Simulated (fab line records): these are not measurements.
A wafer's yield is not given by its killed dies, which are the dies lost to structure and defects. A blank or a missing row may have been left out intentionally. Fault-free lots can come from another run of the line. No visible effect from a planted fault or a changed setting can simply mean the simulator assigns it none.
Chamber matching / flow nand_harc / NHARC_A_CHANNEL_HOLE_D2_DESCUM_15 on rie_diel-11 has 4 sister chambers
The step chemistry O2, time 3 s. 20 wafers are shown with their chamber, then 10 later ones without.

== WAFERS PAIRED WITH THEIR CHAMBERS ==
wafer=L074.2; chamber=2; showerhead_plenum_p_Torr (Torr)=2.01; drypump_motor_current_A (A)=5.4; oes_product_au (a.u.)=1.016
wafer=L074.3; chamber=1; showerhead_plenum_p_Torr (Torr)=1.87; drypump_motor_current_A (A)=5.0; oes_product_au (a.u.)=1.009
wafer=L074.4; chamber=0; showerhead_plenum_p_Torr (Torr)=2.01; drypump_motor_current_A (A)=5.7; oes_product_au (a.u.)=0.994
wafer=L076.1; chamber=1; showerhead_plenum_p_Torr (Torr)=1.87; drypump_motor_current_A (A)=5.0; oes_product_au (a.u.)=1.001
wafer=L076.5; chamber=3; showerhead_plenum_p_Torr (Torr)=1.95; drypump_motor_current_A (A)=5.5; oes_product_au (a.u.)=1.012
wafer=L076.6; chamber=2; showerhead_plenum_p_Torr (Torr)=2.00; drypump_motor_current_A (A)=5.5; oes_product_au (a.u.)=1.016
wafer=L077.1; chamber=3; showerhead_plenum_p_Torr (Torr)=1.95; drypump_motor_current_A (A)=5.5; oes_product_au (a.u.)=1.013
wafer=L077.5; chamber=2; showerhead_plenum_p_Torr (Torr)=2.00; drypump_motor_current_A (A)=5.5; oes_product_au (a.u.)=1.009
wafer=L077.6; chamber=1; showerhead_plenum_p_Torr (Torr)=1.87; drypump_motor_current_A (A)=5.0; oes_product_au (a.u.)=1.011
wafer=L079.2; chamber=0; showerhead_plenum_p_Torr (Torr)=2.01; drypump_motor_current_A (A)=5.7; oes_product_au (a.u.)=1.000
wafer=L079.4; chamber=1; showerhead_plenum_p_Torr (Torr)=1.87; drypump_motor_current_A (A)=5.0; oes_product_au (a.u.)=1.006
wafer=L079.5; chamber=0; showerhead_plenum_p_Torr (Torr)=2.01; drypump_motor_current_A (A)=5.7; oes_product_au (a.u.)=0.996
wafer=L082.1; chamber=2; showerhead_plenum_p_Torr (Torr)=2.00; drypump_motor_current_A (A)=5.5; oes_product_au (a.u.)=1.005
wafer=L082.4; chamber=3; showerhead_plenum_p_Torr (Torr)=1.95; drypump_motor_current_A (A)=5.4; oes_product_au (a.u.)=1.009
wafer=L082.5; chamber=2; showerhead_plenum_p_Torr (Torr)=2.00; drypump_motor_current_A (A)=5.5; oes_product_au (a.u.)=1.005
wafer=L084.2; chamber=1; showerhead_plenum_p_Torr (Torr)=1.87; drypump_motor_current_A (A)=5.0; oes_product_au (a.u.)=1.010
wafer=L084.3; chamber=2; showerhead_plenum_p_Torr (Torr)=2.00; drypump_motor_current_A (A)=5.4; oes_product_au (a.u.)=0.993
wafer=L084.4; chamber=0; showerhead_plenum_p_Torr (Torr)=2.01; drypump_motor_current_A (A)=5.7; oes_product_au (a.u.)=0.980
wafer=L086.1; chamber=2; showerhead_plenum_p_Torr (Torr)=2.00; drypump_motor_current_A (A)=5.5; oes_product_au (a.u.)=1.000
wafer=L086.2; chamber=1; showerhead_plenum_p_Torr (Torr)=1.87; drypump_motor_current_A (A)=5.0; oes_product_au (a.u.)=1.012

SIGNATURES (averages over the wafers above)
reading=showerhead_plenum_p_Torr; chamber 0=2.0100; chamber 1=1.8700; chamber 2=2.0014; chamber 3=1.9500; scatter within a chamber=0.00231
reading=drypump_motor_current_A; chamber 0=5.700; chamber 1=5.000; chamber 2=5.471; chamber 3=5.467; scatter within a chamber=0.0362
reading=oes_product_au; chamber 0=0.99250; chamber 1=1.00817; chamber 2=1.00629; chamber 3=1.01133; scatter within a chamber=0.00677
Rule: for a wafer and a chamber, the distance is found by dividing, reading by reading, the gap between the wafer's reading and the chamber's mean by the reading's scatter, squaring, summing and taking the root. The wafer belongs to the nearest chamber; if the next one is less than 2 further off, it can't be placed. How the scatter is found: for the shown wafers, subtract from each reading the mean of its chamber, square and add these, divide the total by (wafers less chambers), then take the root.

== WAFERS WITH NO CHAMBER GIVEN ==
wafer=L086.5; showerhead_plenum_p_Torr (Torr)=1.95; drypump_motor_current_A (A)=5.5; oes_product_au (a.u.)=1.015
wafer=L088.1; showerhead_plenum_p_Torr (Torr)=2.01; drypump_motor_current_A (A)=5.7; oes_product_au (a.u.)=0.987
wafer=L088.3; showerhead_plenum_p_Torr (Torr)=2.00; drypump_motor_current_A (A)=5.4; oes_product_au (a.u.)=0.999
wafer=L088.4; showerhead_plenum_p_Torr (Torr)=1.87; drypump_motor_current_A (A)=5.0; oes_product_au (a.u.)=1.024
wafer=L090.1; showerhead_plenum_p_Torr (Torr)=2.00; drypump_motor_current_A (A)=5.4; oes_product_au (a.u.)=0.985
wafer=L090.3; showerhead_plenum_p_Torr (Torr)=1.95; drypump_motor_current_A (A)=5.5; oes_product_au (a.u.)=1.000
wafer=L090.4; showerhead_plenum_p_Torr (Torr)=1.87; drypump_motor_current_A (A)=5.0; oes_product_au (a.u.)=1.016
wafer=L092.1; showerhead_plenum_p_Torr (Torr)=1.87; drypump_motor_current_A (A)=5.0; oes_product_au (a.u.)=1.010
wafer=L092.2; showerhead_plenum_p_Torr (Torr)=2.01; drypump_motor_current_A (A)=5.7; oes_product_au (a.u.)=0.980
wafer=L092.4; showerhead_plenum_p_Torr (Torr)=2.00; drypump_motor_current_A (A)=5.4; oes_product_au (a.u.)=0.990

== EACH ONE'S CHAMBER ==
wafer=L086.5; from the rows above=3; in truth=3
wafer=L088.1; from the rows above=0; in truth=0
wafer=L088.3; from the rows above=2; in truth=2
wafer=L088.4; from the rows above=1; in truth=1
wafer=L090.1; from the rows above=2; in truth=2
wafer=L090.3; from the rows above=3; in truth=3
wafer=L090.4; from the rows above=1; in truth=1
wafer=L092.1; from the rows above=1; in truth=1
wafer=L092.2; from the rows above=0; in truth=0
wafer=L092.4; from the rows above=2; in truth=2
10 of 10 placed correctly. From these rows, 0 cannot be placed. Number placed wrongly: 0.
